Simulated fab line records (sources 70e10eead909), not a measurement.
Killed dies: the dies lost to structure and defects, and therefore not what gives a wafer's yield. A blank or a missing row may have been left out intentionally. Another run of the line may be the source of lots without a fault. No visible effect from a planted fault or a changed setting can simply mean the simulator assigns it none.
Matching of chambers / flow nand harc / 4 sister chambers for NHARC_THIN_TSV_CMP_21 on cmp-03
The step polishes, t overpolish 30 s, target thk 2000 nm. 18 wafers are shown with their chamber, then 9 later ones without.

## WAFERS, EACH WITH ITS CHAMBER
wafer=L700.1; chamber=3; motor current A (A)=13.4; overpolish run s (s)=29.979
wafer=L700.3; chamber=1; motor current A (A)=13.5; overpolish run s (s)=30.005
wafer=L700.4; chamber=2; motor current A (A)=10.6; overpolish run s (s)=29.999
wafer=L702.1; chamber=0; motor current A (A)=13.1; overpolish run s (s)=29.993
wafer=L702.2; chamber=3; motor current A (A)=12.6; overpolish run s (s)=29.997
wafer=L702.5; chamber=3; motor current A (A)=13.0; overpolish run s (s)=29.996
wafer=L705.2; chamber=1; motor current A (A)=13.4; overpolish run s (s)=30.003
wafer=L705.4; chamber=3; motor current A (A)=13.3; overpolish run s (s)=29.998
wafer=L705.6; chamber=2; motor current A (A)=10.1; overpolish run s (s)=30.001
wafer=L704.3; chamber=0; motor current A (A)=12.8; overpolish run s (s)=29.989
wafer=L704.5; chamber=0; motor current A (A)=12.5; overpolish run s (s)=30.010
wafer=L704.6; chamber=1; motor current A (A)=13.3; overpolish run s (s)=29.992
wafer=L706.1; chamber=1; motor current A (A)=13.3; overpolish run s (s)=30.001
wafer=L706.4; chamber=2; motor current A (A)=10.5; overpolish run s (s)=29.982
wafer=L706.5; chamber=0; motor current A (A)=12.6; overpolish run s (s)=30.004
wafer=L707.1; chamber=3; motor current A (A)=12.9; overpolish run s (s)=29.997
wafer=L707.2; chamber=0; motor current A (A)=11.8; overpolish run s (s)=30.004
wafer=L707.5; chamber=1; motor current A (A)=13.7; overpolish run s (s)=29.999

SIGNATURES, as means of the wafers listed above
reading=motor current A; chamber 0=12.560; chamber 1=13.440; chamber 2=10.400; chamber 3=13.040; scatter within a chamber=0.338
reading=overpolish run s; chamber 0=30.00000; chamber 1=30.00000; chamber 2=29.99400; chamber 3=29.99340; scatter within a chamber=0.00793
Rule: distance of a wafer from a chamber = root of the sum over the readings of ((wafer's reading minus chamber's mean) / reading's scatter) squared. The wafer belongs to the nearest chamber; if the next one is less than 2 further off, it can't be placed. The scatter: take each reading less its chamber's mean, square it, sum over the shown wafers, divide by the number of wafers less the number of chambers, and take the root.

## WAFERS MISSING THEIR CHAMBER
wafer=L709.1; motor current A (A)=13.8; overpolish run s (s)=29.988
wafer=L709.3; motor current A (A)=10.5; overpolish run s (s)=30.004
wafer=L709.6; motor current A (A)=12.6; overpolish run s (s)=29.990
wafer=L711.1; motor current A (A)=12.6; overpolish run s (s)=29.991
wafer=L711.5; motor current A (A)=12.8; overpolish run s (s)=29.999
wafer=L711.6; motor current A (A)=13.6; overpolish run s (s)=30.003
wafer=L716.2; motor current A (A)=13.0; overpolish run s (s)=30.000
wafer=L716.3; motor current A (A)=13.3; overpolish run s (s)=29.992
wafer=L716.4; motor current A (A)=10.5; overpolish run s (s)=30.018

## EACH ONE'S CHAMBER
wafer=L709.1; from the rows above=can't be placed: 1 or 3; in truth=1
wafer=L709.3; from the rows above=2; in truth=2
wafer=L709.6; from the rows above=can't be placed: 0 or 3 or 1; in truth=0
wafer=L711.1; from the rows above=can't be placed: 0 or 3 or 1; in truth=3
wafer=L711.5; from the rows above=can't be placed: 0 or 3 or 1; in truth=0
wafer=L711.6; from the rows above=can't be placed: 1 or 3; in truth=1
wafer=L716.2; from the rows above=can't be placed: 3 or 0 or 1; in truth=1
wafer=L716.3; from the rows above=can't be placed: 3 or 1 or 0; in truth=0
wafer=L716.4; from the rows above=2; in truth=2
Correct placement for 2 of the 9. Can't be placed from these rows: 7 (the true chamber is among the candidates in 7). Number placed wrongly: 0.
